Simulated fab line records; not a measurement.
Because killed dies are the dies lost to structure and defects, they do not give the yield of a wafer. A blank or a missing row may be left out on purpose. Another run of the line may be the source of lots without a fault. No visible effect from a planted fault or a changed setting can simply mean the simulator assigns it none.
A lot that was struck, set against a sound lot -- flow nand harc -- 13 out of 1302 route steps
Sound: these wafers, L426.1, L426.2, L426.3. Struck: wafers L433.2, L433.4, L433.6. The cause is named last.
Each step with rows lists, per side, the tool, then ch with its chambers, then its first start. Under that, the readings that differ: sound wafers -- struck wafers -- difference of the means -- sigmas: that difference in standard deviations of wafers without a fault.
alike: same words and numbers on both sides, and readings whose means sit less than 2 such deviations apart. not compared: any withheld reading, any reading some wafer has no value for, any bound like >300 that may hide the same value, and any number with overlapping values for which the record gives no deviation.
A row with sigmas, a row that says differs or no value, or rows on one side alone: a step with any of these is where the two part. When numbers do not overlap yet have no deviation, they are printed without sigmas and do not part them. Lack of a reading on every wafer of one side parts them only where that side has two or more wafers.

first, 2 steps without rows for these wafers: NHARC_A_SOURCE_PLATE_SRD_01; NHARC_A_SOURCE_PLATE_OXIDE_02 (material SiO2, target thk 10 nm, ox time 1362 s).
NHARC_A_SOURCE_PLATE_THK_MEAS_09: measures by ellipsometry.
  sound on film metro-02 at day 7 15:38; struck on film metro-01 at day 10 14:45
  alike: thk nm
then, 3 steps without rows for these wafers: NHARC_A_SOURCE_PLATE_PVD_04 (deposits WSi2, target thk 50 nm); NHARC_A_SOURCE_PLATE_CVD_03 (deposits poly-Si, target thk 200 nm, time 4000 s); NHARC_A_SOURCE_PLATE_ANNEAL_05 (time 1800 s).
NHARC_A_SOURCE_PLATE_THK_MEAS_06: measures by ellipsometry.
  sound on film metro-01 at day 8 04:05; struck on film metro-02 at day 11 04:34
  alike: thk nm
NHARC_A_SOURCE_PLATE_INSPECT_08:
  sound on defect inspect-01 at day 8 04:10; struck on defect inspect-02 at day 11 04:41
  alike: raw defect count
then, 1 step without rows for these wafers: NHARC_A_ONON_D1_DEP_00 (target thk 1000 nm).
NHARC_A_ONON_D1_THK_MEAS_02: measures by ellipsometry.
  sound on film metro-01 at day 8 04:44; struck on film metro-02 at day 11 05:15
  alike: thk nm
NHARC_A_ONON_D1_DEP_03: target thk 1000 nm.
  sound on pecvd onon-02 ch 0, day 8 04:47; struck on pecvd onon-02 ch 0, day 11 05:22
NHARC_A_ONON_D1_THK_MEAS_05: measures by ellipsometry.
  sound on film metro-01 at day 8 05:18; struck on film metro-02 at day 11 05:59
reading,sound,struck,difference,sigmas
thk nm (nm),1001 998 999,624 622 623,-376,-40
  not compared: hold
-- record jumps: 17 days between struck wafers' starts before vs after; left off in module A_ONON_D1, resumes in module END, first step shown is number 1302 of the route --
NHARC_END_SORT_01:
  only the struck wafers appear in the record here, on prober-02 ch 0 at day 28 01:56; the sound ones have no rows

WHERE THEY PART
At NHARC_A_ONON_D1_THK_MEAS_05 first; at NHARC_END_SORT_01 last (within this record only).

WHY: what had been put in by the simulator
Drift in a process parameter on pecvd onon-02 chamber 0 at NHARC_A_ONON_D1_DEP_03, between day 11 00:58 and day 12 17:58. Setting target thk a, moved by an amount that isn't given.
